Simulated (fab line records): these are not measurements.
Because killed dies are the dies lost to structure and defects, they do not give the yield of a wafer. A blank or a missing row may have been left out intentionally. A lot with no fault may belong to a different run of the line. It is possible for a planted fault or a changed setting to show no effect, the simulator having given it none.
Comparing a struck lot with a sound one ; flow nand_harc ; 15 out of 1159 route steps
Sound: these wafers, L863.3, L863.5, L863.6. The struck wafers were L869.2, L869.3, L869.4. The cause is given at the end.
Per side, at each step with rows, come the tool, then ch with its chambers, and then its first start. Under that, the readings that differ: sound wafers ; struck wafers ; difference of the means ; sigmas: that difference in standard deviations of wafers without a fault.
alike: readings with means less than 2 such deviations apart, plus words and numbers identical on both sides. not compared: withheld readings, readings lacking a value on some wafer, bounds such as >300 that could conceal the same value, and numbers that have no deviation in the record and whose values overlap.
The two part at a step that has a row with sigmas, a row that says differs or no value, or rows on one side only. Non-overlapping numbers with no deviation appear without sigmas and do not part them. A reading that every wafer of one side lacks parts them only if that side has two wafers or more.

NHARC_A_CONTACT_INSPECT_10:
  sound on defect_inspect-01, day 18 16:49; struck on defect_inspect-02, day 20 06:57
  alike: raw_defect_count
then, 2 steps without rows for these wafers: NHARC_A_CONTACT_DESCUM_13 (chemistry O2, time 3 s); NHARC_A_CONTACT_ETCH_88 (etches the open film in CF4, target depth 39 nm, time 65 s).
NHARC_A_CONTACT_ETCH_89: etches the open film in N2/H2, target depth 260 nm, time 475.3 s.
  sound: rie_diel-10 ch 1,2,3; struck: rie_diel-13 ch 0,2,3
  alike: drypump_motor_current_A, oes_product_au, rf_vpp_V, run_length_s, showerhead_plenum_p_Torr, throttle_valve_pct
  not compared: rf_hours_counter_h
then, 2 steps without rows for these wafers: NHARC_A_CONTACT_ETCH_30 (etches the open film in CF4/CHF3, target depth 60.5 nm, time 30.2 s); NHARC_A_CONTACT_ETCH_31 (etches the open film in O2/COS, target depth 2000 nm, time 520 s).
NHARC_A_CONTACT_ETCH_134: etches the open film in C4F8/O2/Ar, time 140 s, target depth 700 nm.
  sound on har_cap_etch-03 ch 0,1, day 18 18:02; struck on har_cap_etch-02 ch 0,1, day 20 08:08
  alike: run_length_s
  not compared: rf_hours_counter_h
NHARC_A_CONTACT_ETCH_135: etches the open film in C4F8/O2/Ar, time 132 s, target depth 1287 nm.
  sound on har_cap_etch-03 ch 0,1, day 18 18:13; struck on har_cap_etch-02 ch 0,1, day 20 08:20
  alike: run_length_s
  not compared: rf_hours_counter_h
NHARC_A_CONTACT_ETCH_136: etches the open film in C4F8/O2/Ar, time 132 s, target depth 1287 nm.
  sound on har_cap_etch-03 ch 0,1, day 18 18:20; struck on har_cap_etch-02 ch 0,1, day 20 08:28
  alike: run_length_s
  not compared: rf_hours_counter_h
then, 3 steps without rows for these wafers: NHARC_A_CONTACT_ETCH_137 (etches the open film in C4F8/O2/Ar, time 132 s, target depth 1287 nm); NHARC_A_CONTACT_ETCH_138 (etches the open film in C4F8/O2/Ar, time 132 s, target depth 1289 nm); NHARC_A_CONTACT_ETCH_139 (etches the open film in C4F8/O2/Ar, time 137 s, target depth 590 nm).
NHARC_A_CONTACT_ETCH_92: etches the open film in CH3F/O2, target depth 40 nm, time 85.7 s.
  sound on rie_diel-12 ch 1,2,3, day 18 19:07; struck on rie_diel-12 ch 0,1,3, day 20 09:20
reading;sound;struck;difference;sigmas
run_length_s (s);106.6 107.0 107.1;78.5 78.2 78.3;-28.6;-75
  alike: drypump_motor_current_A, o2_flow_sccm, oes_product_au, rf_vpp_V, showerhead_plenum_p_Torr, throttle_valve_pct
  not compared: rf_hours_counter_h
NHARC_A_CONTACT_ETCH_98: etches the open film in C4F6/O2, target depth 20 nm, time 10 s.
  sound on rie_diel-12 ch 1,2; struck on rie_diel-12 ch 0,1,2, day 20 09:29
  alike: drypump_motor_current_A, o2_flow_sccm, oes_product_au, rf_vpp_V, run_length_s, showerhead_plenum_p_Torr, throttle_valve_pct
  not compared: rf_hours_counter_h
-- jump in the record: it breaks off in module A_CONTACT and resumes in module END (first step shown: number 1159 of the route), and 3 days separate the struck wafers' starts before and after --
NHARC_END_SORT_01:
  sound on prober-02 ch 0, day 21 05:02; struck on prober-01 ch 0, day 23 02:35
  alike: killed_at_array, killed_at_other, killed_at_periphery, killed_dies, killed_open, killed_short

## WHERE THEY PART
NHARC_A_CONTACT_ETCH_92 only, going by this record. Later steps at which nothing parts them and some readings are alike: NHARC_A_CONTACT_ETCH_98, NHARC_END_SORT_01.

WHY: the cause the simulator had injected
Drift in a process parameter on rie_diel-12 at NHARC_A_CONTACT_ETCH_92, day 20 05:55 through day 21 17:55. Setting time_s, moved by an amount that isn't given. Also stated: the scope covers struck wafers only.
